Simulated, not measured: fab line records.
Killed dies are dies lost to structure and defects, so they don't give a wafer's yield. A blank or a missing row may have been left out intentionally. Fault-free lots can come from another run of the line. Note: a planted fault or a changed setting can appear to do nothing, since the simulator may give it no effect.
Chamber matching :: flow n5Finfet :: 4 sister chambers for N5_BEOL_M3_ALD_98 on aldSin-03
The step deposits SiO2, target thk 2.5 nm, pulse time 1 s, co reactant pulse time 1 s. 4 wafers are shown with their chamber, then 9 later ones without.

WAFERS WITH THEIR CHAMBER
wafer: L089.6
chamber: 3
heaterPowerW (W): 90

wafer: L093.1
chamber: 0
heaterPowerW (W): 84

wafer: L093.3
chamber: 1
heaterPowerW (W): 85

wafer: L093.4
chamber: 2
heaterPowerW (W): 71

WAFERS WHOSE CHAMBER IS MISSING
wafer: L092.1
heaterPowerW (W): 89

wafer: L092.2
heaterPowerW (W): 72

wafer: L092.4
heaterPowerW (W): 82

wafer: L094.1
heaterPowerW (W): 85

wafer: L094.5
heaterPowerW (W): 71

wafer: L094.6
heaterPowerW (W): 88

wafer: L096.1
heaterPowerW (W): 71

wafer: L096.4
heaterPowerW (W): 86

wafer: L096.5
heaterPowerW (W): 68

WHICH CHAMBER EACH ONE RAN IN
wafer: L092.1
from the rows above: 3
in truth: 3

wafer: L092.2
from the rows above: 2
in truth: 2

wafer: L092.4
from the rows above: can't be placed: 0 or 1
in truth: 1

wafer: L094.1
from the rows above: can't be placed: 1 or 0
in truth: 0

wafer: L094.5
from the rows above: 2
in truth: 2

wafer: L094.6
from the rows above: can't be placed: 3 or 1 or 0
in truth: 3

wafer: L096.1
from the rows above: 2
in truth: 2

wafer: L096.4
from the rows above: can't be placed: 1 or 0
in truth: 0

wafer: L096.5
from the rows above: 2
in truth: 2
Placed correctly: 5 of 9. These rows do not allow placing 4 (true chamber among the candidates in 4). Wrongly placed: 0.
How it was worked out, from the rows above alone: a wafer's distance from a chamber is the root of the sum, over the readings, of the square of ((its reading less the chamber's mean) divided by the reading's scatter). The wafer belongs to the nearest chamber; if the next one is less than 2 further off, it can't be placed. Each chamber's mean is taken over the wafers shown for it. The scatter: root of mean squared gap, hidden wafer to nearest shown wafer, with one shown wafer a chamber.
